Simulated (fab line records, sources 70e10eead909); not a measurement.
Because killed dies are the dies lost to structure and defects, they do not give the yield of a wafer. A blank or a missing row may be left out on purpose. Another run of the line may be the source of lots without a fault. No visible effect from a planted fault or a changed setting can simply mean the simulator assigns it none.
fab line records || flow nand_harc
[record] {"lots": 6, "wafers": 18, "last_day": 30}
route steps=1302 shown A_STAIRCASE@791
lots untouched by any fault: they come from a run of this same line in which no faults occurred
start_h: start of the lot's first displayed wafer, in hours after the record's first day || wait_h: hours from the lot's prior step to this one || " as in the row above || L1.1+2: several wafers, shown together as one row || - no value, or no start given || * or withheld: withheld || < > ~ a bound
route shown NAME@n: NAME is a module with steps in the file, n the number in the route of the first one || usual: the fault-free wafers' mean and standard deviation || same: alike in all rows || chamber/n: place in a boat || sites: readings site by site || _std_site: the values' standard deviation || _edge_site: the outer-site mean with the inner-site mean subtracted || radius_mm: how far each site lies from the wafer's centre || mask NAME#n: copy n || behind: tool/chamber where the wafer was last shaped || hold: why the lot went on hold/how many hours it stayed there/how the hold came to an end || device: names the non-switching transistor (n, p or np) || end of line: at the end of the route, the tests of the same wafers || a step given without rows: its recipe and nothing more || killed: at the first sort, the dies lost to defects and structure; wafer yield is something else || map: a wafer's dies, x killed, . not, _ none there
set.NAME: the run value of the setting; set.NAME@STEP: its run value at that earlier step || model.NAME: the simulator's own value behind a step, which no gauge read
lots at selected steps of the route; one table per step, one row per wafer
services: when a tool's chamber went out of use (start_h, in hours from the record's first day, below 0 if earlier), for how many hours, and the reason
[[steps]]
[step NHARC_A_STAIRCASE_STRIP_275]
[recipe] {"time_s": 900, "temp_c": 130, "chemistry": "SPM"}
[step NHARC_A_STAIRCASE_PRECLEAN_276]
[recipe] {"time_s": "*", "temp_c": 50, "bath_age_min": 0, "chemistry": "SC1"}
[step NHARC_A_STAIRCASE_SRD_277]
[step NHARC_A_STAIRCASE_HM_DEP_459]
[recipe] {"target_thk_a": 15000, "temp_c": 400, "material": "aC"}
[usual] {"throttle_valve_pct": "34.999/0.0091"}
{"lot.wafer": "L570.3", "tool": "acl_dep-02", "chamber": 0, "start_h": 395.12, "wait_h": 6.5, "throttle_valve_pct": 35.002}
{"lot.wafer": "L570.5", "tool": "acl_dep-02", "chamber": 0, "start_h": 395.12, "wait_h": 6.5, "throttle_valve_pct": 34.982}
{"lot.wafer": "L570.6", "tool": "acl_dep-02", "chamber": 0, "start_h": 395.12, "wait_h": 6.5, "throttle_valve_pct": 34.989}
{"lot.wafer": "L576.2", "tool": "acl_dep-01", "chamber": 0, "start_h": 440.73, "wait_h": 2.1, "throttle_valve_pct": 34.991}
{"lot.wafer": "L576.3", "tool": "acl_dep-01", "chamber": 0, "start_h": 440.73, "wait_h": 2.1, "throttle_valve_pct": 35.003}
{"lot.wafer": "L576.5", "tool": "acl_dep-01", "chamber": 0, "start_h": 440.73, "wait_h": 2.1, "throttle_valve_pct": 34.996}
{"lot.wafer": "L577.3", "tool": "acl_dep-01", "chamber": 0, "start_h": 453.49, "wait_h": 2.9, "throttle_valve_pct": 35.017}
{"lot.wafer": "L577.4", "tool": "acl_dep-01", "chamber": 0, "start_h": 453.49, "wait_h": 2.9, "throttle_valve_pct": 34.995}
{"lot.wafer": "L577.6", "tool": "acl_dep-01", "chamber": 0, "start_h": 453.49, "wait_h": 2.9, "throttle_valve_pct": 34.990}
{"lot.wafer": "L582.3", "tool": "acl_dep-03", "chamber": 0, "start_h": 499.28, "wait_h": 0.7, "throttle_valve_pct": 35.003}
{"lot.wafer": "L582.4", "tool": "acl_dep-03", "chamber": 0, "start_h": 499.28, "wait_h": 0.7, "throttle_valve_pct": 35.012}
{"lot.wafer": "L582.6", "tool": "acl_dep-03", "chamber": 0, "start_h": 499.28, "wait_h": 0.7, "throttle_valve_pct": 35.015}
{"lot.wafer": "L584.2", "tool": "acl_dep-01", "chamber": 0, "start_h": 519.33, "wait_h": 3.4, "throttle_valve_pct": 35.000}
{"lot.wafer": "L584.5", "tool": "acl_dep-01", "chamber": 0, "start_h": 519.33, "wait_h": 3.4, "throttle_valve_pct": 34.997}
{"lot.wafer": "L584.6", "tool": "acl_dep-01", "chamber": 0, "start_h": 519.33, "wait_h": 3.4, "throttle_valve_pct": 35.003}
{"lot.wafer": "L586.1", "tool": "acl_dep-02", "chamber": 0, "start_h": 535.93, "wait_h": 1.8, "throttle_valve_pct": 35.000}
{"lot.wafer": "L586.5", "tool": "acl_dep-02", "chamber": 0, "start_h": 537.15, "wait_h": 3.0, "throttle_valve_pct": 34.994}
{"lot.wafer": "L586.6", "tool": "acl_dep-02", "chamber": 0, "start_h": 537.15, "wait_h": 3.0, "throttle_valve_pct": 35.000}
[step NHARC_A_STAIRCASE_DEP_280]
[recipe] {"target_thk_a": 300, "target_thk_nm": 30, "temp_c": 400, "pressure_torr": 3.5, "flow_sccm": 200, "rf_w": 350, "material": "SiON"}
[usual] {"heater_power_w": "761/72", "showerhead_vpp_V": "1176/25"}
{"lot.wafer": "L570.3", "tool": "pecvd-01", "chamber": 2, "start_h": 396.38, "wait_h": 1.0, "heater_power_w": 760, "showerhead_vpp_V": 1202}
{"lot.wafer": "L570.6", "tool": "pecvd-01", "chamber": 1, "start_h": 396.38, "wait_h": 1.0, "heater_power_w": 852, "showerhead_vpp_V": 1170}
{"lot.wafer": "L570.5", "tool": "pecvd-01", "chamber": 2, "start_h": 396.38, "wait_h": 1.0, "heater_power_w": 764, "showerhead_vpp_V": 1185}
{"lot.wafer": "L576.3", "tool": "pecvd-04", "chamber": 2, "start_h": 442.33, "wait_h": 1.0, "heater_power_w": 732, "showerhead_vpp_V": 1181}
{"lot.wafer": "L576.2", "tool": "pecvd-04", "chamber": 0, "start_h": 442.33, "wait_h": 1.0, "heater_power_w": 836, "showerhead_vpp_V": 1171}
{"lot.wafer": "L576.5", "tool": "pecvd-04", "chamber": 0, "start_h": 442.33, "wait_h": 1.0, "heater_power_w": 861, "showerhead_vpp_V": 1156}
{"lot.wafer": "L577.3", "tool": "pecvd-01", "chamber": 2, "start_h": 454.89, "wait_h": 1.1, "heater_power_w": 792, "showerhead_vpp_V": 1170}
{"lot.wafer": "L577.6", "tool": "pecvd-01", "chamber": 0, "start_h": 454.89, "wait_h": 1.1, "heater_power_w": 646, "showerhead_vpp_V": 1199}
{"lot.wafer": "L577.4", "tool": "pecvd-01", "chamber": 2, "start_h": 454.89, "wait_h": 1.1, "heater_power_w": 793, "showerhead_vpp_V": 1182}
{"lot.wafer": "L582.3", "tool": "pecvd-02", "chamber": 1, "start_h": 500.58, "wait_h": 1.0, "heater_power_w": 791, "showerhead_vpp_V": 1174}
{"lot.wafer": "L582.4", "tool": "pecvd-02", "chamber": 2, "start_h": 500.58, "wait_h": 1.0, "heater_power_w": 871, "showerhead_vpp_V": 1222}
{"lot.wafer": "L582.6", "tool": "pecvd-02", "chamber": 1, "start_h": 500.58, "wait_h": 1.0, "heater_power_w": 790, "showerhead_vpp_V": 1177}
{"lot.wafer": "L584.2", "tool": "pecvd-01", "chamber": 0, "start_h": 520.98, "wait_h": 1.3, "heater_power_w": 696, "showerhead_vpp_V": 1178}
{"lot.wafer": "L584.5", "tool": "pecvd-01", "chamber": 1, "start_h": 520.98, "wait_h": 1.3, "heater_power_w": 847, "showerhead_vpp_V": 1172}
{"lot.wafer": "L584.6", "tool": "pecvd-01", "chamber": 0, "start_h": 520.98, "wait_h": 1.3, "heater_power_w": 707, "showerhead_vpp_V": 1207}
{"lot.wafer": "L586.1", "tool": "pecvd-04", "chamber": 0, "start_h": 537.79, "wait_h": 1.5, "heater_power_w": 764, "showerhead_vpp_V": 1166}
{"lot.wafer": "L586.5", "tool": "pecvd-04", "chamber": 0, "start_h": 537.79, "wait_h": 1.5, "heater_power_w": 712, "showerhead_vpp_V": 1162}
{"lot.wafer": "L586.6", "tool": "pecvd-04", "chamber": 2, "start_h": 537.79, "wait_h": 1.5, "heater_power_w": 745, "showerhead_vpp_V": 1187}
[step NHARC_A_STAIRCASE_DEHYDRATE_281]
[recipe] {"temp_c": 150, "time_s": 120}
[step NHARC_A_STAIRCASE_HMDS_282]
[recipe] {"time_s": 30}
[step NHARC_A_STAIRCASE_COAT_283]
[recipe] {"spin_rpm": 1200}
[step NHARC_A_STAIRCASE_SOFTBAKE_284]
[recipe] {"temp_c": 135, "time_s": 170}
[step NHARC_A_STAIRCASE_EBR_285]
[step NHARC_A_STAIRCASE_EXPOSE_286]
[recipe] {"na": 0.5, "dose_mj": 25.01, "mask_id": "CHOP_100"}
[step NHARC_A_STAIRCASE_PEB_287]
[recipe] {"peb_temp_c": 115, "peb_time_s": 130}
[usual] {"chill_plate_temp_C": "22.99/0.094", "exhaust_pa": "45.0/0.83"}
{"lot.wafer": "L570.3", "tool": "litho_track-03", "chamber": 0, "start_h": 397.03, "wait_h": 0.1, "chill_plate_temp_C": 23.05, "exhaust_pa": 45.4}
{"lot.wafer": "L570.5", "tool": "litho_track-03", "chamber": 0, "start_h": 397.03, "wait_h": 0.1, "chill_plate_temp_C": 22.91, "exhaust_pa": 47.3}
{"lot.wafer": "L570.6", "tool": "litho_track-03", "chamber": 0, "start_h": 397.03, "wait_h": 0.1, "chill_plate_temp_C": 23.11, "exhaust_pa": 46.1}
{"lot.wafer": "L576.2", "tool": "litho_track-02", "chamber": "-", "start_h": 442.97, "wait_h": 0.1, "chill_plate_temp_C": "-", "exhaust_pa": "-"}
{"lot.wafer": "L576.3", "tool": "litho_track-02", "chamber": "-", "start_h": 442.97, "wait_h": 0.1, "chill_plate_temp_C": "-", "exhaust_pa": "-"}
{"lot.wafer": "L576.5", "tool": "litho_track-02", "chamber": "-", "start_h": 442.97, "wait_h": 0.1, "chill_plate_temp_C": "-", "exhaust_pa": "-"}
{"lot.wafer": "L577.3", "tool": "litho_track-02", "chamber": "-", "start_h": 455.53, "wait_h": 0.0, "chill_plate_temp_C": "-", "exhaust_pa": "-"}
{"lot.wafer": "L577.4", "tool": "litho_track-02", "chamber": "-", "start_h": 455.53, "wait_h": 0.0, "chill_plate_temp_C": "-", "exhaust_pa": "-"}
{"lot.wafer": "L577.6", "tool": "litho_track-02", "chamber": "-", "start_h": 455.53, "wait_h": 0.0, "chill_plate_temp_C": "-", "exhaust_pa": "-"}
{"lot.wafer": "L582.3", "tool": "litho_track-07", "chamber": 0, "start_h": 501.20, "wait_h": 0.1, "chill_plate_temp_C": 22.96, "exhaust_pa": 45.0}
{"lot.wafer": "L582.4", "tool": "litho_track-07", "chamber": 0, "start_h": 501.20, "wait_h": 0.1, "chill_plate_temp_C": 22.97, "exhaust_pa": 45.6}
{"lot.wafer": "L582.6", "tool": "litho_track-07", "chamber": 0, "start_h": 501.20, "wait_h": 0.1, "chill_plate_temp_C": 22.99, "exhaust_pa": 45.1}
{"lot.wafer": "L584.2", "tool": "litho_track-02", "chamber": 0, "start_h": 521.60, "wait_h": 0.1, "chill_plate_temp_C": 22.91, "exhaust_pa": 45.3}
{"lot.wafer": "L584.5", "tool": "litho_track-02", "chamber": 0, "start_h": 521.60, "wait_h": 0.1, "chill_plate_temp_C": 22.93, "exhaust_pa": 44.2}
{"lot.wafer": "L584.6", "tool": "litho_track-02", "chamber": 0, "start_h": 521.60, "wait_h": 0.1, "chill_plate_temp_C": 22.98, "exhaust_pa": 44.9}
{"lot.wafer": "L586.1", "tool": "litho_track-03", "chamber": 0, "start_h": 538.46, "wait_h": 0.1, "chill_plate_temp_C": 22.87, "exhaust_pa": 44.6}
{"lot.wafer": "L586.5", "tool": "litho_track-03", "chamber": 0, "start_h": 538.46, "wait_h": 0.1, "chill_plate_temp_C": 23.02, "exhaust_pa": 43.1}
{"lot.wafer": "L586.6", "tool": "litho_track-03", "chamber": 0, "start_h": 538.46, "wait_h": 0.1, "chill_plate_temp_C": 22.85, "exhaust_pa": 44.6}
[step NHARC_A_STAIRCASE_DEVELOP_288]
[recipe] {"time_s": 140}
[[services]]
{"tool": "acl_dep-01", "chamber": "-", "start_h": 373.51, "hours": 13.0, "kind": "pm"}
{"tool": "pecvd-02", "chamber": "-", "start_h": 388.33, "hours": 2.9, "kind": "repair"}
{"tool": "litho_track-02", "chamber": "-", "start_h": 402.00, "hours": 7.0, "kind": "pm"}
{"tool": "pecvd-02", "chamber": "-", "start_h": 408.04, "hours": 13.0, "kind": "pm"}
{"tool": "litho_track-07", "chamber": "-", "start_h": 426.00, "hours": 7.0, "kind": "pm"}
{"tool": "acl_dep-02", "chamber": "-", "start_h": 427.02, "hours": 13.0, "kind": "pm"}
{"tool": "pecvd-01", "chamber": "-", "start_h": 434.87, "hours": 0.8, "kind": "repair"}
{"tool": "litho_track-03", "chamber": "-", "start_h": 450.00, "hours": 7.0, "kind": "pm"}
{"tool": "pecvd-04", "chamber": "-", "start_h": 451.47, "hours": 13.0, "kind": "pm"}
{"tool": "pecvd-04", "chamber": 0, "start_h": 451.47, "hours": 13.0, "kind": "vent_cycle"}
{"tool": "pecvd-04", "chamber": 1, "start_h": 451.47, "hours": 13.0, "kind": "vent_cycle"}
{"tool": "pecvd-04", "chamber": 2, "start_h": 451.47, "hours": 13.0, "kind": "vent_cycle"}
{"tool": "pecvd-04", "chamber": 0, "start_h": 464.47, "hours": "-", "kind": "clean"}
{"tool": "pecvd-04", "chamber": 1, "start_h": 464.47, "hours": "-", "kind": "clean"}
{"tool": "pecvd-04", "chamber": 2, "start_h": 464.47, "hours": "-", "kind": "clean"}
{"tool": "acl_dep-03", "chamber": "-", "start_h": 485.45, "hours": 13.0, "kind": "pm"}
{"tool": "pecvd-01", "chamber": "-", "start_h": 492.83, "hours": 13.0, "kind": "pm"}
{"tool": "pecvd-01", "chamber": 0, "start_h": 492.83, "hours": 13.0, "kind": "vent_cycle"}
{"tool": "pecvd-01", "chamber": 1, "start_h": 492.83, "hours": 13.0, "kind": "vent_cycle"}
{"tool": "pecvd-01", "chamber": 2, "start_h": 492.83, "hours": 13.0, "kind": "vent_cycle"}
{"tool": "pecvd-02", "chamber": 2, "start_h": 503.27, "hours": 3.4, "kind": "repair"}
{"tool": "pecvd-01", "chamber": 0, "start_h": 505.83, "hours": "-", "kind": "clean"}
{"tool": "pecvd-01", "chamber": 1, "start_h": 505.83, "hours": "-", "kind": "clean"}
{"tool": "pecvd-01", "chamber": 2, "start_h": 505.83, "hours": "-", "kind": "clean"}
[[key]]
[first_sign] {"step": "NHARC_A_STAIRCASE_PEB_287", "reading": "tool_record", "direction": "missing"}
effect none on later readings
met_at NHARC_A_STAIRCASE_PEB_287
struck_wafers L576.2,L576.3,L576.5,L577.3,L577.4,L577.6
later_rows_left_out L576.2,L576.3,L576.5,L577.3,L577.4,L577.6
sort_left_out L576.2,L576.3,L576.5,L577.3,L577.4,L577.6
tester_left_out L576,L577
[fault] {"kind": "skipped_step_whole", "tool": "litho_track-02", "chamber": "-", "onset_h": 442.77, "steps": "NHARC_A_STAIRCASE_PEB_287", "scope": "struck_lots_only"}
// tester_left_out: of these lots the tester's yield and bins aren't shown, on N5 and GAA mostly nor the transistor test; their killed dies are dies lost to structure and defects alone, not to doping, threshold or leakage, so they don't give the yield
// sort_left_out: the simulated sort isn't trusted on such a fault, so these wafers' sort isn't shown, and their yield isn't known
// later_rows_left_out: the simulator's readings of these wafers behind a module that went badly wrong aren't trusted and aren't shown, but for the sort
